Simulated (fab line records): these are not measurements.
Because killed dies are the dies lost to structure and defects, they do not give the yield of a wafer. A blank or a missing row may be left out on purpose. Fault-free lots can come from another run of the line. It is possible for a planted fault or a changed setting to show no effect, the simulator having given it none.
Tool commonality check || flow nand_harc || Lots sampled 11, wafers sampled 33

== WHY IT WAS OPENED ==
On 2 of the 11 lots, a flag is raised at NHARC_P_GATE_CD_MEAS_26 on the reading cd_nm. No-fault wafers: 120.3 nm, standard deviation 0.74.
Rule: flag the lot when none of its wafers has a number, or when each of its wafers that has one lies beyond 4 standard deviations from that mean. The rest of the lots are taken to be sound.

{"lot": "L180", "measured": "day 5 07:44", "on": "cd_sem-01", "cd_nm (nm), wafer by wafer": "120.3 119.8 120.5", "flag": ""}
{"lot": "L182", "measured": "day 6 05:19", "on": "cd_sem-02", "cd_nm (nm), wafer by wafer": "120.4 120.2 121.5", "flag": ""}
{"lot": "L183", "measured": "day 6 16:56", "on": "cd_sem-02", "cd_nm (nm), wafer by wafer": "119.3 118.4 119.7", "flag": ""}
{"lot": "L184", "measured": "day 6 23:44", "on": "cd_sem-01", "cd_nm (nm), wafer by wafer": "120.1 120.1 119.3", "flag": ""}
{"lot": "L186", "measured": "day 8 04:12", "on": "cd_sem-01", "cd_nm (nm), wafer by wafer": "121.4 120.7 121.1", "flag": ""}
{"lot": "L193", "measured": "day 10 23:43", "on": "cd_sem-02", "cd_nm (nm), wafer by wafer": "125.5 126.6 126.0", "flag": "FLAGGED"}
{"lot": "L192", "measured": "day 11 00:01", "on": "cd_sem-01", "cd_nm (nm), wafer by wafer": "125.8 126.5 126.4", "flag": "FLAGGED"}
{"lot": "L196", "measured": "day 11 21:39", "on": "cd_sem-03", "cd_nm (nm), wafer by wafer": "120.1 119.0 119.9", "flag": ""}
{"lot": "L197", "measured": "day 12 10:19", "on": "cd_sem-02", "cd_nm (nm), wafer by wafer": "120.4 120.5 119.2", "flag": ""}
{"lot": "L200", "measured": "day 13 22:26", "on": "cd_sem-03", "cd_nm (nm), wafer by wafer": "121.6 122.2 121.1", "flag": ""}
{"lot": "L201", "measured": "day 14 04:23", "on": "cd_sem-01", "cd_nm (nm), wafer by wafer": "121.0 120.2 120.9", "flag": ""}
On average the flagged lots' numbers are 126.1 nm, which is +5.8 nm against the usual, or +8 standard deviations.

== WHICH TOOL RAN EACH LOT ==
3 process steps preceding the reading are held in the record, out of 1302 steps in the route. Each cell gives the tool, then ch followed by the chambers the sampled wafers passed through, then the start.
{"lot": "L180", "flag": "", "NHARC_P_STI_ETCH_31": "rie_diel-13 ch 0,2,3, day 3 07:14 or earlier", "NHARC_P_STI_ETCH_15": "rie_si-04 ch 0,1, day 3 07:14", "NHARC_P_GATE_PEB_24": "litho_track-01 ch 0, day 5 07:39"}
{"lot": "L182", "flag": "", "NHARC_P_STI_ETCH_31": "rie_diel-11 ch 1,2,3, day 4 02:58 or earlier", "NHARC_P_STI_ETCH_15": "rie_si-04 ch 0,3, day 4 02:58", "NHARC_P_GATE_PEB_24": "litho_track-01 ch 0, day 6 05:14"}
{"lot": "L183", "flag": "", "NHARC_P_STI_ETCH_31": "rie_diel-09 ch 0,1,2, day 4 14:11 or earlier", "NHARC_P_STI_ETCH_15": "rie_si-06 ch 0,2,3, day 4 14:11", "NHARC_P_GATE_PEB_24": "litho_track-06 ch 0, day 6 16:52"}
{"lot": "L184", "flag": "", "NHARC_P_STI_ETCH_31": "rie_diel-11 ch 1,2, day 4 23:18 or earlier", "NHARC_P_STI_ETCH_15": "rie_si-06 ch 1,2, day 4 23:18", "NHARC_P_GATE_PEB_24": "litho_track-01 ch 0, day 6 23:40"}
{"lot": "L186", "flag": "", "NHARC_P_STI_ETCH_31": "rie_diel-11 ch 0,3, day 5 17:31 or earlier", "NHARC_P_STI_ETCH_15": "rie_si-04 ch 0,3, day 5 17:31", "NHARC_P_GATE_PEB_24": "litho_track-04 ch 0, day 8 04:07"}
{"lot": "L193", "flag": "FLAGGED", "NHARC_P_STI_ETCH_31": "rie_diel-13 ch 1,2,3, day 8 14:49 or earlier", "NHARC_P_STI_ETCH_15": "rie_si-06 ch 0,2, day 8 14:49", "NHARC_P_GATE_PEB_24": "litho_track-01 ch 0, day 10 23:38"}
{"lot": "L192", "flag": "FLAGGED", "NHARC_P_STI_ETCH_31": "rie_diel-13 ch 0,3, day 8 08:28 or earlier", "NHARC_P_STI_ETCH_15": "rie_si-01 ch 2,3, day 8 08:28", "NHARC_P_GATE_PEB_24": "litho_track-01 ch 0, day 10 23:56"}
{"lot": "L196", "flag": "", "NHARC_P_STI_ETCH_31": "rie_diel-09 ch 0,2,3, day 9 21:12 or earlier", "NHARC_P_STI_ETCH_15": "rie_si-06 ch 1,2,3, day 9 21:12", "NHARC_P_GATE_PEB_24": "litho_track-06 ch 0, day 11 21:34"}
{"lot": "L197", "flag": "", "NHARC_P_STI_ETCH_31": "rie_diel-09 ch 0,2,3, day 10 08:20 or earlier", "NHARC_P_STI_ETCH_15": "rie_si-04 ch 0,2,3, day 10 08:20", "NHARC_P_GATE_PEB_24": "litho_track-06 ch 0, day 12 10:14"}
{"lot": "L200", "flag": "", "NHARC_P_STI_ETCH_31": "rie_diel-11 ch 1,2, day 11 13:29 or earlier", "NHARC_P_STI_ETCH_15": "rie_si-04 ch 0,1, day 11 13:29", "NHARC_P_GATE_PEB_24": "litho_track-04 ch 0, day 13 22:21"}
{"lot": "L201", "flag": "", "NHARC_P_STI_ETCH_31": "rie_diel-13 ch 0,1,3, day 12 00:41 or earlier", "NHARC_P_STI_ETCH_15": "rie_si-04 ch 0,1,2, day 12 00:41", "NHARC_P_GATE_PEB_24": "litho_track-01 ch 0, day 14 04:18"}
These steps, and what they do:
- NHARC_P_STI_ETCH_31: etches the open film in CF4/CHF3, target depth 108.9 nm, time 54.5 s.
- NHARC_P_STI_ETCH_15: etches the open film in HBr/Cl2, target depth 300 nm, time 100.1 s.
- NHARC_P_GATE_PEB_24: peb time 65 s.
- NHARC_P_GATE_CD_MEAS_26: target cd 120 nm.

== FLAGGED OVER TOTAL, TOOL BY TOOL (the gauges that took the reading come last) ==
{"step": "NHARC_P_STI_ETCH_31", "tool": "rie_diel-09", "lots run": 3, "flagged": 0, "share of the flagged lots": "none", "sound lots run after its first flagged lot": "-"}
{"step": "NHARC_P_STI_ETCH_31", "tool": "rie_diel-11", "lots run": 4, "flagged": 0, "share of the flagged lots": "none", "sound lots run after its first flagged lot": "-"}
{"step": "NHARC_P_STI_ETCH_31", "tool": "rie_diel-13", "lots run": 4, "flagged": 2, "share of the flagged lots": "all", "sound lots run after its first flagged lot": "1 (L201)"}
{"step": "NHARC_P_STI_ETCH_15", "tool": "rie_si-01", "lots run": 1, "flagged": 1, "share of the flagged lots": "some", "sound lots run after its first flagged lot": 0}
{"step": "NHARC_P_STI_ETCH_15", "tool": "rie_si-04", "lots run": 6, "flagged": 0, "share of the flagged lots": "none", "sound lots run after its first flagged lot": "-"}
{"step": "NHARC_P_STI_ETCH_15", "tool": "rie_si-06", "lots run": 4, "flagged": 1, "share of the flagged lots": "some", "sound lots run after its first flagged lot": "1 (L196)"}
{"step": "NHARC_P_GATE_PEB_24", "tool": "litho_track-01", "lots run": 6, "flagged": 2, "share of the flagged lots": "all", "sound lots run after its first flagged lot": "1 (L201)"}
{"step": "NHARC_P_GATE_PEB_24", "tool": "litho_track-04", "lots run": 2, "flagged": 0, "share of the flagged lots": "none", "sound lots run after its first flagged lot": "-"}
{"step": "NHARC_P_GATE_PEB_24", "tool": "litho_track-06", "lots run": 3, "flagged": 0, "share of the flagged lots": "none", "sound lots run after its first flagged lot": "-"}
{"step": "NHARC_P_GATE_CD_MEAS_26", "tool": "cd_sem-01", "lots run": 5, "flagged": 1, "share of the flagged lots": "some", "sound lots run after its first flagged lot": "1 (L201)"}
{"step": "NHARC_P_GATE_CD_MEAS_26", "tool": "cd_sem-02", "lots run": 4, "flagged": 1, "share of the flagged lots": "some", "sound lots run after its first flagged lot": "1 (L197)"}
{"step": "NHARC_P_GATE_CD_MEAS_26", "tool": "cd_sem-03", "lots run": 2, "flagged": 0, "share of the flagged lots": "none", "sound lots run after its first flagged lot": "-"}
NHARC_P_STI_ETCH_31: start missing for some lots; hours and lot order therefore follow NHARC_P_STI_ETCH_15.

== WHAT THE TABLE PERMITS ==
2 rows of the table ran every flagged lot: rie_diel-13 at NHARC_P_STI_ETCH_31, litho_track-01 at NHARC_P_GATE_PEB_24.
- rie_diel-13 at NHARC_P_STI_ETCH_31 ran 4 lots, 2 of them flagged. Sound lots ran on it after the first flagged one (L201), which a lasting fault on the whole tool wouldn't allow.
- litho_track-01 at NHARC_P_GATE_PEB_24 ran 6 lots, 2 of them flagged. Sound lots ran on it after the first flagged one (L201), which a lasting fault on the whole tool wouldn't allow. Its own readings (heater_power_total_W) fall more than 4 standard deviations out on all wafers of the flagged lots.
No row of the table ran every flagged lot and no sound lot after the first.

== WHAT HAD BEEN PUT IN BY THE SIMULATOR ==
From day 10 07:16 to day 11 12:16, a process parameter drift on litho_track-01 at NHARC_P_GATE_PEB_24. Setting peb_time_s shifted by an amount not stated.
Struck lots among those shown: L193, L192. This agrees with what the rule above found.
